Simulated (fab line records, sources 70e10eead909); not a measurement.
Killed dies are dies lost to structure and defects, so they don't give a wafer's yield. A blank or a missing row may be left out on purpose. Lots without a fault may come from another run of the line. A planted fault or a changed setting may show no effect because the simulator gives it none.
One fault seen from 3 desks | flow nand_harc | each desk has only its own numbers; what lay behind them comes last

THE METROLOGY DESK
What the gauges read, lot by lot, whatever tool the lot ran on: means of the sampled wafers that have a number. A lot is out of limits, marked OUT, if its mean lies more than 4 standard deviations from the usual mean; the brackets give that distance.
Columns: A = cd_nm at NHARC_A_SLIT_CD_MEAS_21, usual 289.9 nm
lot  | first seen here | A
L473 | day 15 02:10    | 289.0
L474 | day 15 10:44    | 290.2
L477 | day 15 19:10    | 289.7
L478 | day 16 10:09    | 290.2
L490 | day 18 20:36    | 290.4
L488 | day 19 08:59    | 291.0
L486 | day 19 09:16    | 290.0
L489 | day 19 18:19    | 289.6
L485 | day 19 22:40    | 290.3
L492 | day 20 07:40    | 290.9
L496 | day 20 19:16    | 288.5
This desk's finding: nothing out of limits on any of the 11 lots.

THE TOOL OWNER'S DESK: har_etch-01
The tool's own readings at NHARC_A_SLIT_ETCH_17 (etches the open film in C4F8/O2/Ar, time 1687.5 s, target depth 10100 nm): means of the sampled wafers that have a number, for each lot that ran on this tool. A lot is out of limits, marked OUT, if its mean lies more than 4 standard deviations from the usual mean; the brackets give that distance.
Columns: A = drypump_motor_current_A at NHARC_A_SLIT_ETCH_17, usual 5.5 A; B = he_backside_leak_sccm at NHARC_A_SLIT_ETCH_17, usual 5.8 sccm; C = showerhead_plenum_p_Torr at NHARC_A_SLIT_ETCH_17, usual 3.73 Torr; D = throttle_valve_pct at NHARC_A_SLIT_ETCH_17, usual 32.046 %
lot  | first seen here | A   | B   | C    | D
L474 | day 15 07:56    | 5.2 | 5.6 | 3.72 | 32.040
L477 | day 15 16:31    | 5.4 | 5.5 | 3.76 | 32.053
L486 | day 19 06:37    | 5.7 | 5.6 | 3.77 | 32.042
L489 | day 19 15:39    | 5.2 | 5.8 | 3.70 | 32.050
L485 | day 19 19:56    | 5.5 | 5.7 | 3.74 | 32.045
This desk's finding: nothing out of limits on any of the 5 lots.

THE DEFECT DESK
What the inspections along the route counted, lot by lot: means of the sampled wafers that have a number. A lot is out of limits, marked OUT, if its mean lies more than 4 standard deviations from the usual mean; the brackets give that distance.
Columns: A = raw_defect_count at NHARC_A_SIN_REMOVE_INSPECT_04, usual 283
lot  | first seen here | A
L473 | day 15 08:59    | 258
L474 | day 15 16:41    | 448
L477 | day 16 02:49    | 378
L478 | day 16 17:50    | 294
L490 | day 19 02:39    | 256
L486 | day 19 16:38    | 710 (+5.7) OUT
L488 | day 19 16:38    | 277
L489 | day 20 02:01    | 626 (+4.6) OUT
L485 | day 20 06:24    | 583
L492 | day 20 13:59    | 269
L496 | day 21 02:10    | 227
This desk's finding: out of limits on L486, L489; first on L486, day 19 16:38 (raw_defect_count at NHARC_A_SIN_REMOVE_INSPECT_04). In limits: L473, L474, L477, L478, L490, L488, L485, L492, L496.

PUT TOGETHER
The defect desk could have raised an alarm at day 19 16:38, on L486, L489.
The metrology desk saw nothing out of limits.
The tool owner's desk saw nothing out of limits.
The metrology desk has L486, L489 on record, within its limits.
The tool owner's desk has L486, L489 on record, within its limits.
Of the lots named, all ran NHARC_A_SLIT_ETCH_17 on har_etch-01.

WHAT THE SIMULATOR HAD PUT IN
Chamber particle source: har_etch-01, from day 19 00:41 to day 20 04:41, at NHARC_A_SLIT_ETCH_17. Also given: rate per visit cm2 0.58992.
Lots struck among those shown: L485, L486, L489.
Hours from the fault's start to each desk's first reading out of limits: the defect desk, 16.
